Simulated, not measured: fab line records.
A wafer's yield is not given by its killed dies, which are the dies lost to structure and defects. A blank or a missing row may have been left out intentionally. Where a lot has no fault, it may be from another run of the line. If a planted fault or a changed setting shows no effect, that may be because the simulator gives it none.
fab line records + flow n5_finfet
record:
- lots: 12
- wafers: 33
- last_day: 19
route steps=1938 shown MOL_CONTACT_COAG@539
lots that met no fault: from a run of the same line without faults
start_h: hours from the record's first day to the start of the lot's first wafer shown + wait_h: hours since the lot's step before + " identical to the entry in the row above + L1.1+2: one row covering several wafers at once + - value missing, or start not given + * or withheld: withheld + < > ~ a bound
route shown NAME@n: a module of which the file shows steps, and the number in the route of the first + usual: the fault-free wafers' mean and standard deviation + same: alike in all rows + chamber/n: place in a boat + sites: each site's reading + _std_site: standard deviation across them + _edge_site: inner sites' mean taken away from outer sites' mean + radius_mm: how far each site lies from the wafer's centre + mask NAME#n: copy n + behind: the tool/chamber that last shaped the wafer + hold: reason for holding the lot/hours on hold/outcome of the hold + device: which transistor (n, p or np) failed to switch + end of line: the route-end tests of the same wafers + a step without rows: its recipe alone + killed: dies lost to structure and defects at the first sort, not the wafer's yield + map: dies across one wafer; x = killed, . = not, _ = none there
set.NAME: the setting the step ran with; set.NAME@STEP: the setting that earlier step ran with + model.NAME: the simulator's own value behind a step, which no gauge read
a sample of lots followed through the steps of the route, with each step as a table and each wafer as a row
services: from which hour (start_h, from the record's first day; less than 0 if before it) a tool's chamber was out of use, for how many hours, and why
== steps ==
step: N5_MOL_CONTACT_COAG_STRIP_98
recipe:
- chemistry: N2/H2
- power_w: 500
- temp_c: 40
- pressure_mtorr: 50
- rf_frequency_hz: 6e+07
- overash_fraction: 0.3
- bias_power_w: 8
- h2_frac: 0.5
- n2_flow_sccm: 300
- h2_flow_sccm: 300
usual:
- drypump_motor_current_A: 5.6/0.4
- oes_product_au: 0.79/0.062
- rf_vpp_V: 54.3/1.5
- showerhead_plenum_p_Torr: 3.35/0.12
- temp_c: 39.98/0.12
- throttle_valve_pct: 19.0/0.33
| lot.wafer | tool        | chamber | start_h | wait_h | drypump_motor_current_A | oes_product_au | rf_hours_counter_h | rf_vpp_V | showerhead_plenum_p_Torr | temp_c | throttle_valve_pct |
|-----------|-------------|---------|---------|--------|-------------------------|----------------|--------------------|----------|--------------------------|--------|--------------------|
| L960.1    | rie_diel-01 | 1       | 101.59  | 0.0    | 5.8                     | 0.83           | 69                 | 54.9     | 3.24                     | 39.97  | 18.4               |
| L960.2    | "           | 0       | "       | "      | 6.2                     | 0.78           | 98                 | 51.2     | 3.22                     | 39.94  | 18.7               |
| L960.6    | "           | 0       | "       | "      | 6.2                     | 0.78           | -                  | 56.9     | 3.22                     | 40.06  | 18.7               |
| L961.3    | rie_diel-02 | 0       | 107.20  | 0.0    | 6.1                     | 0.80           | 98                 | 51.9     | 3.23                     | 39.85  | 19.0               |
| L961.4    | "           | 1       | "       | "      | 5.3                     | 0.78           | 101                | 54.2     | 3.38                     | 40.14  | 19.0               |
| L961.5    | "           | 2       | "       | "      | 5.8                     | 0.79           | -                  | 56.5     | 3.56                     | 39.98  | 19.2               |
| L962.1    | rie_diel-04 | 1       | 111.60  | 0.0    | 5.8                     | 0.80           | 110                | 55.2     | 3.38                     | 39.81  | 18.8               |
| L962.6    | "           | 3       | "       | "      | 5.7                     | 0.71           | -                  | 55.9     | 3.48                     | 40.13  | 19.4               |
| L963.1    | rie_diel-02 | 1       | 118.00  | 0.0    | 5.2                     | 0.79           | 105                | 54.2     | 3.38                     | 40.03  | 19.0               |
| L963.6    | "           | 2       | "       | "      | 5.8                     | 0.81           | -                  | 56.8     | 3.56                     | 40.06  | 19.2               |
| L965.1    | rie_diel-01 | 3       | 133.30  | 0.0    | 5.4                     | 0.76           | 114                | 54.1     | 3.27                     | 39.87  | 19.3               |
| L965.6    | "           | 2       | "       | "      | 5.6                     | 0.82           | -                  | 52.2     | 3.40                     | 39.84  | 18.7               |
| L975.4    | rie_diel-04 | 1       | 189.84  | 0.0    | 5.8                     | 0.78           | 136                | 53.3     | 3.37                     | 40.14  | 18.8               |
| L975.5    | "           | 2       | "       | "      | 4.8                     | 0.92           | -                  | 53.8     | 3.47                     | 40.14  | 19.4               |
| L975.6    | "           | 3       | "       | "      | 5.7                     | 0.71           | -                  | 54.2     | 3.46                     | 39.87  | 19.5               |
| L976.1    | rie_diel-02 | 1       | 195.34  | 0.0    | 5.2                     | 0.74           | 131                | 51.7     | 3.37                     | 39.88  | 19.1               |
| L976.3    | "           | 3       | "       | "      | 4.9                     | 0.84           | 52                 | 56.1     | 3.45                     | 40.15  | 19.0               |
| L976.4    | "           | 0       | "       | "      | 6.2                     | 0.78           | 129                | 54.5     | 3.21                     | 39.94  | 19.1               |
| L977.1    | rie_diel-04 | 2       | 200.68  | 0.0    | 4.8                     | 0.89           | 24                 | 57.5     | 3.46                     | 39.90  | 19.4               |
| L977.2    | "           | 1       | "       | "      | 5.8                     | 0.77           | 139                | 55.6     | 3.37                     | 40.09  | 18.8               |
| L977.5    | "           | 2       | "       | "      | 4.8                     | 0.89           | -                  | 54.2     | 3.46                     | 40.03  | 19.5               |
| L978.1    | rie_diel-02 | 0       | 208.72  | 0.0    | 6.1                     | 0.78           | 132                | 53.4     | 3.21                     | 39.98  | 19.1               |
| L978.3    | "           | 3       | "       | "      | 4.9                     | 0.84           | 56                 | 55.9     | 3.45                     | 39.98  | 19.1               |
| L978.5    | "           | 1       | "       | "      | 5.2                     | 0.75           | -                  | 54.2     | 3.36                     | 39.98  | 19.1               |
| L979.4    | rie_diel-01 | 1       | 220.08  | 0.0    | 5.8                     | 0.78           | 110                | 54.9     | 3.22                     | 39.93  | 18.5               |
| L979.5    | "           | 1       | "       | "      | 5.8                     | 0.78           | -                  | 53.7     | 3.22                     | 40.01  | 18.5               |
| L979.6    | "           | 2       | "       | "      | 5.6                     | 0.79           | -                  | 53.5     | 3.39                     | 40.01  | 18.7               |
| L980.3    | rie_diel-04 | 2       | 220.97  | 0.0    | 4.8                     | 0.88           | 33                 | 56.2     | 3.46                     | 39.94  | 19.4               |
| L980.5    | "           | 3       | "       | "      | 5.7                     | 0.69           | -                  | 55.8     | 3.46                     | 39.89  | 19.5               |
| L980.6    | "           | 2       | "       | "      | 4.7                     | 0.88           | -                  | 53.9     | 3.46                     | 40.16  | 19.4               |
| L981.2    | rie_diel-01 | 1       | 233.49  | 0.0    | 5.8                     | 0.77           | 115                | 53.9     | 3.21                     | 40.13  | 18.5               |
| L981.3    | "           | 2       | "       | "      | 5.6                     | 0.77           | 108                | 54.7     | 3.38                     | 39.80  | 18.7               |
| L981.5    | "           | 1       | "       | "      | 5.8                     | 0.76           | -                  | 53.1     | 3.21                     | 40.16  | 18.5               |
step: N5_MOL_CONTACT_COAG_ALD_20
recipe:
- material: TiN
- target_thk_a: 15
- temp_c: 400
- ald_precursor_family: TiCl4
- ald_co_reactant: NH3
- pulse_time_s: 1
- purge_time_s: 3
- co_reactant_purge_time_s: 2
- co_reactant_pulse_time_s: 2
- ald_cycles: 68
- pressure_torr: 3
usual:
- co_reactant_pulse_time_s: 2/0
- heater_power_w: 885/140
- precursor_pulse_height_rel: 0.999/0.019
same:
- pulse_time_s: 1
| lot.wafer | tool         | chamber | start_h | wait_h | co_reactant_pulse_time_s | heater_power_w | precursor_pulse_height_rel |
|-----------|--------------|---------|---------|--------|--------------------------|----------------|----------------------------|
| L960.1    | ald_metal-01 | 2       | 102.51  | 0.1    | 2                        | 884            | 1.010                      |
| L960.2    | "            | 0       | "       | "      | 2                        | 815            | 0.993                      |
| L960.6    | "            | 1       | "       | "      | 2                        | 731            | 0.993                      |
| L961.3    | ald_metal-01 | 1       | 108.24  | 0.1    | 2                        | 765            | 1.018                      |
| L961.4    | "            | 2       | "       | "      | 2                        | 879            | 1.010                      |
| L961.5    | "            | 2       | "       | "      | 2                        | 882            | 1.000                      |
| L962.1    | ald_metal-01 | 0       | 112.27  | 0.1    | 2                        | 802            | 1.001                      |
| L962.6    | "            | 3       | "       | "      | 2.1278                   | 1176           | 1.003                      |
| L963.1    | ald_metal-01 | 3       | 120.39  | 0.1    | 2                        | 1170           | 1.013                      |
| L963.6    | "            | 1       | "       | "      | 2.1278                   | 777            | 0.983                      |
| L965.1    | ald_metal-01 | 1       | 134.18  | 0.1    | 2                        | 770            | 0.991                      |
| L965.6    | "            | 3       | "       | "      | 2.1278                   | 1155           | 0.988                      |
| L975.4    | ald_metal-03 | 2       | 190.80  | 0.2    | 2                        | 777            | 1.016                      |
| L975.5    | "            | 3       | "       | "      | 2                        | 930            | 1.047                      |
| L975.6    | "            | 0       | "       | "      | 2                        | 875            | 1.000                      |
| L976.1    | ald_metal-01 | 2       | 196.55  | 0.1    | 2                        | 891            | 0.985                      |
| L976.3    | "            | 3       | "       | "      | 2                        | 1173           | 1.039                      |
| L976.4    | "            | 0       | "       | "      | 2                        | 812            | 1.015                      |
| L977.1    | ald_metal-01 | 0       | 202.03  | 0.1    | 2                        | 826            | 1.031                      |
| L977.2    | "            | 3       | "       | "      | 2                        | 1138           | 0.975                      |
| L977.5    | "            | 3       | "       | "      | 2                        | 1189           | 1.006                      |
| L978.1    | ald_metal-04 | 0       | 209.95  | 0.1    | 2                        | 943            | 0.991                      |
| L978.3    | "            | 1       | "       | "      | 2                        | 937            | 1.007                      |
| L978.5    | "            | 3       | "       | "      | 2                        | 721            | 1.013                      |
| L979.4    | ald_metal-03 | 2       | 220.80  | 0.1    | 2                        | 774            | 1.013                      |
| L979.5    | "            | 2       | "       | "      | 2                        | 766            | 1.023                      |
| L979.6    | "            | 3       | "       | "      | 2                        | 943            | 0.977                      |
| L980.3    | ald_metal-01 | 3       | 221.94  | 0.1    | 2                        | 1189           | 0.987                      |
| L980.5    | "            | 0       | "       | "      | 2                        | 794            | 1.022                      |
| L980.6    | "            | 1       | "       | "      | 2                        | 765            | 1.002                      |
| L981.2    | ald_metal-01 | 3       | 234.22  | 0.1    | 2                        | 1196           | 0.981                      |
| L981.3    | "            | 2       | "       | "      | 2                        | 864            | 1.031                      |
| L981.5    | "            | 2       | "       | "      | 2                        | 876            | 1.017                      |
step: N5_MOL_CONTACT_COAG_CO_FILL_22
recipe:
- material: Co
- target_thk_a: 200
- temp_c: 200
- precursor: CCTBA/H2
- pressure_torr: 30
usual:
- heater_power_w: 237/9.3
| lot.wafer | tool      | chamber | start_h | wait_h | heater_power_w |
|-----------|-----------|---------|---------|--------|----------------|
| L960.1    | cvd_co-01 | 0       | 104.03  | 0.1    | 239            |
| L960.2    | "         | 2       | "       | "      | 218            |
| L960.6    | "         | 2       | "       | "      | 220            |
| L961.3    | cvd_co-01 | 1       | 111.88  | 0.1    | 241            |
| L961.4    | "         | 2       | "       | "      | 228            |
| L961.5    | "         | 0       | "       | "      | 237            |
| L962.1    | cvd_co-02 | 1       | 113.26  | 0.1    | 246            |
| L962.6    | "         | 0       | "       | "      | 235            |
| L963.1    | cvd_co-01 | 1       | 121.75  | 0.1    | 232            |
| L963.6    | "         | 0       | "       | "      | 251            |
| L965.1    | cvd_co-01 | 2       | 135.05  | 0.1    | 231            |
| L965.6    | "         | 1       | "       | "      | 233            |
| L975.4    | cvd_co-01 | 1       | 193.82  | 0.4    | 234            |
| L975.5    | "         | 2       | "       | "      | 225            |
| L975.6    | "         | 0       | "       | "      | 235            |
| L976.1    | cvd_co-02 | 1       | 197.93  | 0.1    | 240            |
| L976.3    | "         | 2       | "       | "      | 257            |
| L976.4    | "         | 0       | "       | "      | 232            |
| L977.1    | cvd_co-01 | 1       | 203.13  | 0.1    | 234            |
| L977.2    | "         | 2       | "       | "      | 231            |
| L977.5    | "         | 0       | "       | "      | 248            |
| L978.1    | cvd_co-01 | 0       | 211.79  | 0.1    | 245            |
| L978.3    | "         | 1       | "       | "      | 235            |
| L978.5    | "         | 0       | "       | "      | 239            |
| L979.4    | cvd_co-02 | 2       | 223.57  | 0.4    | 258            |
| L979.5    | "         | 0       | "       | "      | 230            |
| L979.6    | "         | 1       | "       | "      | 235            |
| L980.3    | cvd_co-01 | 0       | 223.74  | 0.1    | 245            |
| L980.5    | "         | 1       | "       | "      | 228            |
| L980.6    | "         | 0       | "       | "      | 247            |
| L981.2    | cvd_co-01 | 1       | 235.34  | 0.1    | 236            |
| L981.3    | "         | 2       | "       | "      | 230            |
| L981.5    | "         | 2       | "       | "      | 229            |
step: N5_MOL_CONTACT_COAG_ANNEAL_113
recipe:
- temp_c: 400
- time_s: 300
- ambient: H2/N2
usual:
- lamp_power_pct: 2.59/0.095
- wafer_temp_C_max: 401.5/0.39
same:
- time_s: 300
| lot.wafer | tool          | chamber | start_h | wait_h | lamp_power_pct | wafer_temp_C_max |
|-----------|---------------|---------|---------|--------|----------------|------------------|
| L960.1    | rtp_anneal-01 | 0       | 104.64  | 0.3    | 2.69           | 402.0            |
| L960.2    | "             | 0       | "       | "      | 2.68           | 401.8            |
| L960.6    | "             | 0       | "       | "      | 2.69           | 401.9            |
| L961.3    | rtp_anneal-01 | 0       | 112.79  | 0.6    | 2.69           | 401.6            |
| L961.4    | "             | 0       | "       | "      | 2.69           | 401.4            |
| L961.5    | "             | 0       | "       | "      | 2.69           | 401.4            |
| L962.1    | rtp_anneal-02 | 0       | 113.88  | 0.3    | 2.49           | 401.2            |
| L962.6    | "             | 0       | "       | "      | 2.50           | 401.3            |
| L963.1    | rtp_anneal-02 | 0       | 122.37  | 0.3    | 2.50           | 401.4            |
| L963.6    | "             | 0       | "       | "      | 2.50           | 402.2            |
| L965.1    | rtp_anneal-01 | 0       | 135.66  | 0.3    | 2.69           | 401.2            |
| L965.6    | "             | 0       | "       | "      | 2.69           | 401.6            |
| L975.4    | rtp_anneal-02 | 0       | 194.59  | 0.5    | 2.50           | 401.6            |
| L975.5    | "             | 0       | "       | "      | 2.50           | 402.1            |
| L975.6    | "             | 0       | "       | "      | 2.50           | 401.7            |
| L976.1    | rtp_anneal-02 | 0       | 198.58  | 0.4    | 2.50           | 401.3            |
| L976.3    | "             | 0       | "       | "      | 2.50           | 401.2            |
| L976.4    | "             | 0       | "       | "      | 2.50           | 401.4            |
| L977.1    | rtp_anneal-02 | 0       | 203.89  | 0.5    | 2.50           | 401.5            |
| L977.2    | "             | 0       | "       | "      | 2.50           | 401.8            |
| L977.5    | "             | 0       | "       | "      | 2.50           | 402.0            |
| L978.1    | rtp_anneal-02 | 0       | 212.40  | 0.3    | 2.50           | 401.3            |
| L978.3    | "             | 0       | "       | "      | 2.50           | 402.0            |
| L978.5    | "             | 0       | "       | "      | 2.50           | 402.0            |
| L979.4    | rtp_anneal-01 | 0       | 224.34  | 0.5    | 2.69           | 401.0            |
| L979.5    | "             | 0       | "       | "      | 2.69           | 401.4            |
| L979.6    | "             | 0       | "       | "      | 2.69           | 401.0            |
| L980.3    | rtp_anneal-02 | 0       | 224.72  | 0.7    | 2.50           | 400.9            |
| L980.5    | "             | 0       | "       | "      | 2.50           | 401.4            |
| L980.6    | "             | 0       | "       | "      | 2.50           | 400.9            |
| L981.2    | rtp_anneal-01 | 0       | 236.11  | 0.5    | 2.69           | 401.0            |
| L981.3    | "             | 0       | "       | "      | 2.69           | 401.3            |
| L981.5    | "             | 0       | "       | "      | 2.69           | 401.2            |
== services ==
| tool         | chamber | start_h | hours | kind                          |
|--------------|---------|---------|-------|-------------------------------|
| rie_diel-04  | 3       | 85.35   | 15.4  | repair                        |
| rie_diel-01  | 3       | 89.17   | 31.4  | repair                        |
| ald_metal-03 | -       | 96.98   | 0.6   | repair                        |
| rie_diel-04  | 2       | 100.77  | -     | clean                         |
| rie_diel-04  | 2       | 100.77  | -     | consumable_replace:focus_ring |
| rie_diel-04  | 2       | 100.77  | 24.5  | scheduled_down                |
| rie_diel-04  | 2       | 100.77  | 24.5  | vent_cycle                    |
| cvd_co-02    | 1       | 114.67  | -     | clean                         |
| cvd_co-02    | 1       | 114.67  | 22.0  | scheduled_down                |
| cvd_co-02    | 1       | 114.67  | 22.0  | vent_cycle                    |
| rie_diel-01  | -       | 116.22  | 0.3   | repair                        |
| rie_diel-04  | -       | 134.04  | 2.8   | pm                            |
| ald_metal-01 | 2       | 150.83  | 5.3   | repair                        |
| cvd_co-02    | -       | 173.05  | 4.3   | pm                            |
| rie_diel-02  | 2       | 180.71  | 1.5   | repair                        |
| rie_diel-02  | 3       | 182.82  | 5.4   | repair                        |
| rie_diel-04  | 0       | 204.10  | -     | clean                         |
| rie_diel-04  | 0       | 204.10  | -     | consumable_replace:focus_ring |
| rie_diel-04  | 0       | 204.10  | -     | consumable_replace:showerhead |
| rie_diel-04  | 0       | 204.10  | 12.5  | scheduled_down                |
| rie_diel-04  | 0       | 204.10  | 12.5  | vent_cycle                    |
| ald_metal-04 | -       | 205.36  | 2.8   | pm                            |
| rie_diel-01  | -       | 205.96  | 2.7   | repair                        |
| rie_diel-04  | 1       | 218.53  | 47.5  | repair                        |
== key ==
first_sign:
- step: N5_MOL_CONTACT_COAG_ALD_20
- reading: co_reactant_pulse_time_s
- direction: up
- sigmas: 99+
- usual: *
- struck: *
effect none on later readings
met_at N5_MOL_CONTACT_COAG_ALD_20
struck_lots L962,L963,L965
struck_wafers L962.6,L963.6,L965.6
tester_left_out L962,L963,L965
not_acting_at N5_MOL_CONTACT_COAG_STRIP_98,N5_MOL_CONTACT_COAG_CO_FILL_22,N5_MOL_CONTACT_COAG_ANNEAL_113
onset_between 108.24 112.27
fault:
- kind: process_parameter_drift
- tool: ald_metal-01
- chamber: -
- onset_h: 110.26
- steps: N5_MOL_CONTACT_COAG_ALD_20
- channel: co_reactant_pulse_time_s
- offset: *
- shape: step
- end_h: 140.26
- scope: struck_wafers_only
- acts_in: *
- stated: *
tester_left_out: of these lots the tester's yield and bins aren't shown, on N5 and GAA mostly nor the transistor test; their killed dies are dies lost to structure and defects alone, not to doping, threshold or leakage, so they don't give the yield
